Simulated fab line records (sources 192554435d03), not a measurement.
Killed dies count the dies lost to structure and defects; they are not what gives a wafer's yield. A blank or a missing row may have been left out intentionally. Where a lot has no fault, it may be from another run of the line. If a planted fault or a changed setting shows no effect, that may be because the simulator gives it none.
Matching of chambers / flow n5 finfet / cmp-01 running N5_STI_FIN_REVEAL_CMP_04: 4 sister chambers
The step polishes, stops on Si3N4, t overpolish 4 s, target thk 131.83 nm. 7 wafers are shown with their chamber, then 7 later ones without.

## WAFERS, EACH WITH ITS CHAMBER
wafer=L079.3; chamber=3; motor current A (A)=8.5; overpolish run s (s)=4.013
wafer=L080.3; chamber=2; motor current A (A)=7.1; overpolish run s (s)=3.991
wafer=L084.1; chamber=1; motor current A (A)=8.3; overpolish run s (s)=4.001
wafer=L084.4; chamber=0; motor current A (A)=7.1; overpolish run s (s)=3.983
wafer=L085.1; chamber=2; motor current A (A)=7.2; overpolish run s (s)=4.008
wafer=L085.4; chamber=1; motor current A (A)=8.2; overpolish run s (s)=4.009
wafer=L087.3; chamber=0; motor current A (A)=8.2; overpolish run s (s)=4.000

## WAFERS MISSING THEIR CHAMBER
wafer=L087.4; motor current A (A)=8.5; overpolish run s (s)=3.990
wafer=L088.1; motor current A (A)=8.2; overpolish run s (s)=4.003
wafer=L088.2; motor current A (A)=7.0; overpolish run s (s)=4.002
wafer=L091.1; motor current A (A)=7.2; overpolish run s (s)=4.011
wafer=L091.4; motor current A (A)=8.1; overpolish run s (s)=4.007
wafer=L094.1; motor current A (A)=7.5; overpolish run s (s)=4.007
wafer=L094.4; motor current A (A)=8.7; overpolish run s (s)=3.995

## WHICH CHAMBER EACH ONE RAN IN
wafer=L087.4; from the rows above=can't be placed: 1 or 0 or 3 or 2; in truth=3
wafer=L088.1; from the rows above=can't be placed: 1 or 3 or 0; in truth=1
wafer=L088.2; from the rows above=can't be placed: 2 or 0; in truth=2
wafer=L091.1; from the rows above=can't be placed: 2 or 0 or 1 or 3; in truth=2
wafer=L091.4; from the rows above=can't be placed: 1 or 3 or 0 or 2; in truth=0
wafer=L094.1; from the rows above=can't be placed: 2 or 0 or 1 or 3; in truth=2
wafer=L094.4; from the rows above=can't be placed: 1 or 3 or 0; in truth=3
Correct placement for 0 of the 7. These rows do not allow placing 7 (true chamber among the candidates in 7). Wrongly placed: 0.
How it was worked out, from the rows above alone: a wafer's distance from a chamber is the root of the sum, over the readings, of the square of ((its reading less the chamber's mean) divided by the reading's scatter). If the next closest chamber is less than 2 further off than the closest, the wafer can't be placed; otherwise it belongs to the closest. The mean given for a chamber averages the wafers shown for that chamber. The scatter: take each reading less its chamber's mean, square it, sum over the shown wafers, divide by the number of wafers less the number of chambers, and take the root.
